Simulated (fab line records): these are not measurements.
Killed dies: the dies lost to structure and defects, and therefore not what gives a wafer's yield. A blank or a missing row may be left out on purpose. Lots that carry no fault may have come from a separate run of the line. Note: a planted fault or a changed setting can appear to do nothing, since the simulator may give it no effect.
Commonality check across tools / flow nand-harc / Lots sampled 11, wafers sampled 33

== REASON FOR OPENING ==
Flagged at NHARC_A_BLC_CD_MEAS_10: reading cd-nm, on 3 of 11 lots. No-fault wafers: 100.1 nm, standard deviation 0.78.
Rule: flag the lot when none of its wafers has a number, or when each of its wafers that has one lies beyond 4 standard deviations from that mean. All remaining lots are regarded as sound.

lot=L198; measured=day 17 06:49; on=cd-sem-03; cd-nm (nm), wafer by wafer=99.1 99.4 100.0; flag=
lot=L200; measured=day 17 14:05; on=cd-sem-02; cd-nm (nm), wafer by wafer=100.2 99.7 100.2; flag=
lot=L206; measured=day 19 08:47; on=cd-sem-02; cd-nm (nm), wafer by wafer=99.6 99.2 98.9; flag=
lot=L205; measured=day 19 09:48; on=cd-sem-01; cd-nm (nm), wafer by wafer=100.6 100.6 99.6; flag=
lot=L204; measured=day 19 10:58; on=cd-sem-01; cd-nm (nm), wafer by wafer=91.9 91.3 92.2; flag=FLAGGED
lot=L207; measured=day 19 16:09; on=cd-sem-01; cd-nm (nm), wafer by wafer=99.8 100.1 99.7; flag=
lot=L208; measured=day 20 04:12; on=cd-sem-02; cd-nm (nm), wafer by wafer=91.3 91.9 91.0; flag=FLAGGED
lot=L210; measured=day 20 12:50; on=cd-sem-03; cd-nm (nm), wafer by wafer=94.0 92.6 93.6; flag=FLAGGED
lot=L214; measured=day 21 17:25; on=cd-sem-03; cd-nm (nm), wafer by wafer=99.5 101.8 101.3; flag=
lot=L216; measured=day 21 23:43; on=cd-sem-02; cd-nm (nm), wafer by wafer=99.3 98.5 99.3; flag=
lot=L218; measured=day 22 15:47; on=cd-sem-03; cd-nm (nm), wafer by wafer=99.1 101.3 99.9; flag=
On average the flagged lots' numbers are 92.2 nm, which is -7.9 nm against the usual, or -10 standard deviations.

== WHICH TOOL EACH LOT WENT THROUGH ==
Before the reading, the record contains 4 process steps out of a 1159-step route. Every cell lists first the tool, next ch and the chambers used by the sampled wafers, and last the start.
lot=L198; flag=; NHARC_A_CONTACT_ETCH_139=har-cap-etch-02 ch 0,1, day 16 20:47; NHARC_A_CONTACT_ETCH_92=rie-diel-04 ch 0,2,3, day 16 21:09; NHARC_A_CONTACT_ETCH_110=rie-diel-04 ch 0,1,2, day 16 21:46; NHARC_A_BLC_PEB_08=litho-track-01 ch 0, day 17 06:44
lot=L200; flag=; NHARC_A_CONTACT_ETCH_139=har-cap-etch-01 ch 0,1, day 17 07:58; NHARC_A_CONTACT_ETCH_92=rie-diel-04 ch 2,3, day 17 08:26; NHARC_A_CONTACT_ETCH_110=rie-diel-01 ch 1,2, day 17 09:06; NHARC_A_BLC_PEB_08=litho-track-04 ch 0, day 17 14:00
lot=L206; flag=; NHARC_A_CONTACT_ETCH_139=har-cap-etch-03 ch 1, day 19 01:58; NHARC_A_CONTACT_ETCH_92=rie-diel-03 ch 1,3, day 19 02:20; NHARC_A_CONTACT_ETCH_110=rie-diel-03 ch 0,1,2, day 19 02:51; NHARC_A_BLC_PEB_08=litho-track-01 ch 0, day 19 08:42
lot=L205; flag=; NHARC_A_CONTACT_ETCH_139=har-cap-etch-01 ch 0, day 19 03:24; NHARC_A_CONTACT_ETCH_92=rie-diel-01 ch 0,1,2, day 19 03:47; NHARC_A_CONTACT_ETCH_110=rie-diel-01 ch 0,2,3, day 19 04:17; NHARC_A_BLC_PEB_08=litho-track-01 ch 0, day 19 09:43
lot=L204; flag=FLAGGED; NHARC_A_CONTACT_ETCH_139=har-cap-etch-02 ch 0,1, day 19 05:08; NHARC_A_CONTACT_ETCH_92=rie-diel-04 ch 1,2,3, day 19 05:27; NHARC_A_CONTACT_ETCH_110=rie-diel-03 ch 0,3, day 19 05:59; NHARC_A_BLC_PEB_08=litho-track-01 ch 0, day 19 10:53
lot=L207; flag=; NHARC_A_CONTACT_ETCH_139=har-cap-etch-01 ch 0,1, day 19 12:34; NHARC_A_CONTACT_ETCH_92=rie-diel-03 ch 2,3, day 19 12:55; NHARC_A_CONTACT_ETCH_110=rie-diel-01 ch 0,1,3, day 19 13:29; NHARC_A_BLC_PEB_08=litho-track-04 ch 0, day 19 16:04
lot=L208; flag=FLAGGED; NHARC_A_CONTACT_ETCH_139=har-cap-etch-02 ch 0,1, day 19 22:14; NHARC_A_CONTACT_ETCH_92=rie-diel-03 ch 0,1,2, day 19 22:34; NHARC_A_CONTACT_ETCH_110=rie-diel-04 ch 0,1, day 19 23:07; NHARC_A_BLC_PEB_08=litho-track-01 ch 0, day 20 04:07
lot=L210; flag=FLAGGED; NHARC_A_CONTACT_ETCH_139=har-cap-etch-01 ch 0,1, day 20 00:29; NHARC_A_CONTACT_ETCH_92=rie-diel-03 ch 2,3, day 20 00:50; NHARC_A_CONTACT_ETCH_110=rie-diel-03 ch 0,3, day 20 01:20; NHARC_A_BLC_PEB_08=litho-track-01 ch 0, day 20 12:45
lot=L214; flag=; NHARC_A_CONTACT_ETCH_139=har-cap-etch-01 ch 0,1, day 21 01:46; NHARC_A_CONTACT_ETCH_92=rie-diel-01 ch 0,2,3, day 21 02:08; NHARC_A_CONTACT_ETCH_110=rie-diel-04 ch 1,3, day 21 02:47; NHARC_A_BLC_PEB_08=litho-track-06 ch 0, day 21 17:20
lot=L216; flag=; NHARC_A_CONTACT_ETCH_139=har-cap-etch-02 ch 0,1, day 21 18:14; NHARC_A_CONTACT_ETCH_92=rie-diel-03 ch 2,3, day 21 18:39; NHARC_A_CONTACT_ETCH_110=rie-diel-03 ch 1,2,3, day 21 19:56; NHARC_A_BLC_PEB_08=litho-track-04 ch 0, day 21 23:38
lot=L218; flag=; NHARC_A_CONTACT_ETCH_139=har-cap-etch-02 ch 0,1, day 22 10:17; NHARC_A_CONTACT_ETCH_92=rie-diel-03 ch 0,3, day 22 10:44; NHARC_A_CONTACT_ETCH_110=rie-diel-03 ch 1,2, day 22 11:31; NHARC_A_BLC_PEB_08=litho-track-04 ch 0, day 22 15:42
What is done by these steps:
- NHARC_A_CONTACT_ETCH_139: etches the open film in C4F8/O2/Ar, time 137 s, target depth 590 nm.
- NHARC_A_CONTACT_ETCH_92: etches the open film in CH3F/O2, target depth 40 nm, time 85.7 s.
- NHARC_A_CONTACT_ETCH_110: etches the open film in CF4/O2, target depth 50 nm, overetch 5 nm, time 27.5 s.
- NHARC_A_BLC_PEB_08: peb time 65 s.
- NHARC_A_BLC_CD_MEAS_10: target cd 100 nm.

== FLAGGED OVER TOTAL, TOOL BY TOOL (the gauges that took the reading come last) ==
step=NHARC_A_CONTACT_ETCH_139; tool=har-cap-etch-01; lots run=5; flagged=1; share of the flagged lots=some; sound lots run after its first flagged lot=1 (L214)
step=NHARC_A_CONTACT_ETCH_139; tool=har-cap-etch-02; lots run=5; flagged=2; share of the flagged lots=some; sound lots run after its first flagged lot=2 (L216,L218)
step=NHARC_A_CONTACT_ETCH_139; tool=har-cap-etch-03; lots run=1; flagged=0; share of the flagged lots=none; sound lots run after its first flagged lot=-
step=NHARC_A_CONTACT_ETCH_92; tool=rie-diel-01; lots run=2; flagged=0; share of the flagged lots=none; sound lots run after its first flagged lot=-
step=NHARC_A_CONTACT_ETCH_92; tool=rie-diel-03; lots run=6; flagged=2; share of the flagged lots=some; sound lots run after its first flagged lot=2 (L216,L218)
step=NHARC_A_CONTACT_ETCH_92; tool=rie-diel-04; lots run=3; flagged=1; share of the flagged lots=some; sound lots run after its first flagged lot=0
step=NHARC_A_CONTACT_ETCH_110; tool=rie-diel-01; lots run=3; flagged=0; share of the flagged lots=none; sound lots run after its first flagged lot=-
step=NHARC_A_CONTACT_ETCH_110; tool=rie-diel-03; lots run=5; flagged=2; share of the flagged lots=some; sound lots run after its first flagged lot=2 (L216,L218)
step=NHARC_A_CONTACT_ETCH_110; tool=rie-diel-04; lots run=3; flagged=1; share of the flagged lots=some; sound lots run after its first flagged lot=1 (L214)
step=NHARC_A_BLC_PEB_08; tool=litho-track-01; lots run=6; flagged=3; share of the flagged lots=all; sound lots run after its first flagged lot=0
step=NHARC_A_BLC_PEB_08; tool=litho-track-04; lots run=4; flagged=0; share of the flagged lots=none; sound lots run after its first flagged lot=-
step=NHARC_A_BLC_PEB_08; tool=litho-track-06; lots run=1; flagged=0; share of the flagged lots=none; sound lots run after its first flagged lot=-
step=NHARC_A_BLC_CD_MEAS_10; tool=cd-sem-01; lots run=3; flagged=1; share of the flagged lots=some; sound lots run after its first flagged lot=1 (L207)
step=NHARC_A_BLC_CD_MEAS_10; tool=cd-sem-02; lots run=4; flagged=1; share of the flagged lots=some; sound lots run after its first flagged lot=1 (L216)
step=NHARC_A_BLC_CD_MEAS_10; tool=cd-sem-03; lots run=4; flagged=1; share of the flagged lots=some; sound lots run after its first flagged lot=2 (L214,L218)

== THE TABLE: WHAT IT ALLOWS ==
1 row of the table ran every flagged lot: litho-track-01 at NHARC_A_BLC_PEB_08.
- litho-track-01 at NHARC_A_BLC_PEB_08 ran 6 lots, 3 of them flagged. A fault beginning between L205 (day 19 09:43), its last sound lot, and L204 (day 19 10:53), its first flagged one, fits the data. Its own readings (heater-power-total-W, plate-temp-C) fall more than 4 standard deviations out on all wafers of the flagged lots.
What remains is a single tool, litho-track-01 at NHARC_A_BLC_PEB_08.

== WHAT THE SIMULATOR HAD PUT IN ==
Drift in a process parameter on litho-track-01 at NHARC_A_BLC_PEB_08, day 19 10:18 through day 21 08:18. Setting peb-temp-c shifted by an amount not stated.
Struck lots among those shown: L204, L208, L210. This agrees with what the rule above found.
